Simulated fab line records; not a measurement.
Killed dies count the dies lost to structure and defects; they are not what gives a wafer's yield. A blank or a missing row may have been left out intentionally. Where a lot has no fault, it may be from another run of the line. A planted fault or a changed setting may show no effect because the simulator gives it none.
Which tool did it? ; flow nand-harc ; 39 wafers from 13 lots sampled at 6 of the route's 1302 steps

WHAT THE GAUGES SHOWED, per wafer
NHARC_P_GATE_INSPECT_68. Usual: raw-defect-count reads 218 (standard deviation 78).
lot;measured;on;raw-defect-count;flag
L116;day 6 15:07;defect-inspect-01;169 151 205;
L117;day 6 23:40;defect-inspect-01;212 107 171;
L118;day 7 11:23;defect-inspect-01;137 214 191;
L119;day 7 18:35;defect-inspect-02;356 355 221;
L120;day 8 06:28;defect-inspect-01;283 287 102;
L121;day 8 22:47;defect-inspect-01;195 353 201;
L122;day 9 04:01;defect-inspect-01;200 148 188;
L123;day 10 03:07;defect-inspect-01;132 161 137;
L125;day 10 09:35;defect-inspect-02;410 264 223;
L128;day 11 18:22;defect-inspect-02;204 183 123;
L127;day 11 19:06;defect-inspect-02;151 192 240;
L134;day 14 05:22;defect-inspect-02;301 226 656;
L137;day 15 06:07;defect-inspect-01;230 423 423;

NHARC_END_SORT_01. Usual: killed-at-array 63, standard deviation 17; killed-at-other 0.8, standard deviation 1.1; killed-at-periphery 3.5, standard deviation 3; killed-dies 67, standard deviation 17; killed-open 3.1, standard deviation 1.6; killed-short 2.6, standard deviation 1.4.
lot;measured;on;killed-at-array;killed-at-other;killed-at-periphery;killed-dies;killed-open;killed-short;flag
L134;day 33 03:55;prober-02;61 72 47;1 0 0;4 2 77;66 74 124;6 1 2;4 5 3;OFF

EACH LOT AND THE TOOL THAT RAN IT (in order: tool; ch and the chambers of the sampled wafers; start)
lot;NHARC_P_GATE_STRIP_111;NHARC_P_GATE_STRIP_113;NHARC_P_GATE_ETCH_77;NHARC_P_CONTACT_DEP_30
L116;plasma-asher-01 ch 0,1, day 6 09:07;plasma-asher-02 ch 1, day 6 12:35;wet-bench-06 ch 1,3,7, day 6 14:04;pecvd-03 ch 0,2, day 6 15:15
L117;plasma-asher-01 ch 0,1, day 6 17:46;plasma-asher-02 ch 0,1, day 6 21:28;wet-bench-06 ch 3,4,6, day 6 22:37;pecvd-03 ch 0,1,2, day 6 23:51
L118;plasma-asher-01 ch 0, day 7 05:28;plasma-asher-01 ch 0,1, day 7 08:56;wet-bench-03 ch 3,6,7, day 7 10:20;pecvd-04 ch 0,2, day 7 11:29
L119;plasma-asher-01 ch 0,1, day 7 12:37;plasma-asher-01 ch 0,1, day 7 16:13;wet-bench-06 ch 0,3,5, day 7 17:31;pecvd-03 ch 0,1,2, day 7 18:41
L120;plasma-asher-02 ch 0,1, day 8 00:25;plasma-asher-02 ch 0,1, day 8 03:49;wet-bench-03 ch 0,1,5, day 8 05:20;pecvd-04 ch 0,1,2, day 8 06:32
L121;plasma-asher-01 ch 0,1, day 8 16:40;plasma-asher-02 ch 0,1, day 8 20:15;wet-bench-06 ch 4,6,7, day 8 21:43;pecvd-01 ch 1,2, day 8 22:53
L122;plasma-asher-01 ch 0,1, day 8 22:03;plasma-asher-02 ch 0,1, day 9 01:35;wet-bench-04 ch 3,4,6, day 9 02:58;pecvd-04 ch 1,2, day 9 04:05
L123;plasma-asher-02 ch 0,1, day 9 21:16;plasma-asher-01 ch 0,1, day 10 00:31;wet-bench-06 ch 0,2,5, day 10 02:02;pecvd-01 ch 0,1, day 10 03:11
L125;plasma-asher-02 ch 0,1, day 10 03:29;plasma-asher-01 ch 0,1, day 10 07:01;wet-bench-03 ch 4,5,7, day 10 08:32;pecvd-03 ch 0,1,2, day 10 09:39
L128;plasma-asher-01 ch 0,1, day 11 12:19;plasma-asher-01 ch 0,1, day 11 15:46;wet-bench-06 ch 3,4,7, day 11 17:16;pecvd-01 ch 0,1,2, day 11 18:29
L127;plasma-asher-01 ch 0,1, day 11 12:41;plasma-asher-01 ch 0, day 11 16:34;wet-bench-04 ch 1,2,4, day 11 18:03;pecvd-04 ch 1,2, day 11 19:10
L134;plasma-asher-01 ch 0,1, day 13 23:29;plasma-asher-01 ch 0,1, day 14 02:50;wet-bench-04 ch 5,6,7, day 14 04:19;pecvd-04 ch 1,2, day 14 05:26
L137;plasma-asher-02 ch 0,1, day 14 23:55;plasma-asher-02 ch 0,1, day 15 03:43;wet-bench-03 ch 1,3,7, day 15 05:04;pecvd-04 ch 0,2, day 15 06:15
- NHARC_P_GATE_STRIP_111: strips in N2/H2, time 250 s.
- NHARC_P_GATE_STRIP_113: strips in N2/H2, time 740 s.
- NHARC_P_GATE_ETCH_77: etches SiO2 in dHF, target depth 6 nm.
- NHARC_P_CONTACT_DEP_30: deposits SiNx, target thk 30 nm.

WHAT THE TOOLS THEMSELVES READ (means of the sampled wafers that have a number; where no wafer has one, the mark that the record gives instead)
NHARC_P_GATE_STRIP_111. Usual: drypump-motor-current-A 5.60 A, standard deviation 0.29; heater-power-w 92 W, standard deviation 9.9.
lot;tool;drypump-motor-current-A (A);heater-power-w (W);flag
L116;plasma-asher-01;5.47;88;
L117;plasma-asher-01;5.48;88;
L118;plasma-asher-01;5.38;89;
L119;plasma-asher-01;5.46;87;
L120;plasma-asher-02;5.89;98;
L121;plasma-asher-01;5.48;84;
L122;plasma-asher-01;5.56;87;
L123;plasma-asher-02;5.62;104;
L125;plasma-asher-02;5.61;106;
L128;plasma-asher-01;5.58;88;
L127;plasma-asher-01;5.47;86;
L134;plasma-asher-01;5.58;87;
L137;plasma-asher-02;5.57;106;

NHARC_P_GATE_STRIP_113. Usual: drypump-motor-current-A 5.6 A, standard deviation 0.33; heater-power-w 95 W, standard deviation 11.
lot;tool;drypump-motor-current-A (A);heater-power-w (W);flag
L116;plasma-asher-02;6.1;91;
L117;plasma-asher-02;5.8;99;
L118;plasma-asher-01;5.6;86;
L119;plasma-asher-01;5.6;87;
L120;plasma-asher-02;5.8;99;
L121;plasma-asher-02;5.9;98;
L122;plasma-asher-02;5.6;105;
L123;plasma-asher-01;5.6;87;
L125;plasma-asher-01;5.5;85;
L128;plasma-asher-01;5.5;86;
L127;plasma-asher-01;5.4;85;
L134;plasma-asher-01;5.5;86;
L137;plasma-asher-02;5.8;101;

NHARC_P_CONTACT_DEP_30. Usual: heater-power-w 695 W, standard deviation 76; rf-fwd-power-W 448.9 W, standard deviation 1.5.
lot;tool;heater-power-w (W);rf-fwd-power-W (W);flag
L116;pecvd-03;707;447.1;
L117;pecvd-03;648;448.9;
L118;pecvd-04;762;447.3;
L119;pecvd-03;672;448.4;
L120;pecvd-04;722;449.1;
L121;pecvd-01;730;447.9;
L122;pecvd-04;730;449.4;
L123;pecvd-01;730;448.3;
L125;pecvd-03;703;449.3;
L128;pecvd-01;681;449.0;
L127;pecvd-04;647;450.5;
L134;pecvd-04;761;447.6;
L137;pecvd-04;778;448.4;

THE ANSWER, worked out from the rows above alone
Rule: take the mean of a lot's wafers that have a number; if it is more than 3 standard deviations from the usual mean, the lot is off. A lot without any number at a reading at which 4 lots or more have one is off too. Any other lot the step has rows for is counted as sound. Order of review: gauges by route order, followed by the tools' own readings, for which a lot's mean as printed above is used. At the first step where some lot is off, the reading lying furthest off is the one used; lots without a number count as furthest.
Off: L134 (NHARC_END_SORT_01, killed-at-periphery). Neither off nor sound, because the step has no rows for them: L116, L117, L118, L119, L120, L121, L122, L123, L125, L128, L127, L137.
If a tool, at a process step before that reading, ran all the lots that are off and no sound lot after the first of them, it fits. The gauges at NHARC_END_SORT_01 are tried like those tools. Can't be told from this: 4 tools fit, plasma-asher-01 at NHARC_P_GATE_STRIP_111 and NHARC_P_GATE_STRIP_113, wet-bench-04 at NHARC_P_GATE_ETCH_77, pecvd-04 at NHARC_P_CONTACT_DEP_30, prober-02 at NHARC_END_SORT_01.

WHAT THE SIMULATOR HAD PUT IN
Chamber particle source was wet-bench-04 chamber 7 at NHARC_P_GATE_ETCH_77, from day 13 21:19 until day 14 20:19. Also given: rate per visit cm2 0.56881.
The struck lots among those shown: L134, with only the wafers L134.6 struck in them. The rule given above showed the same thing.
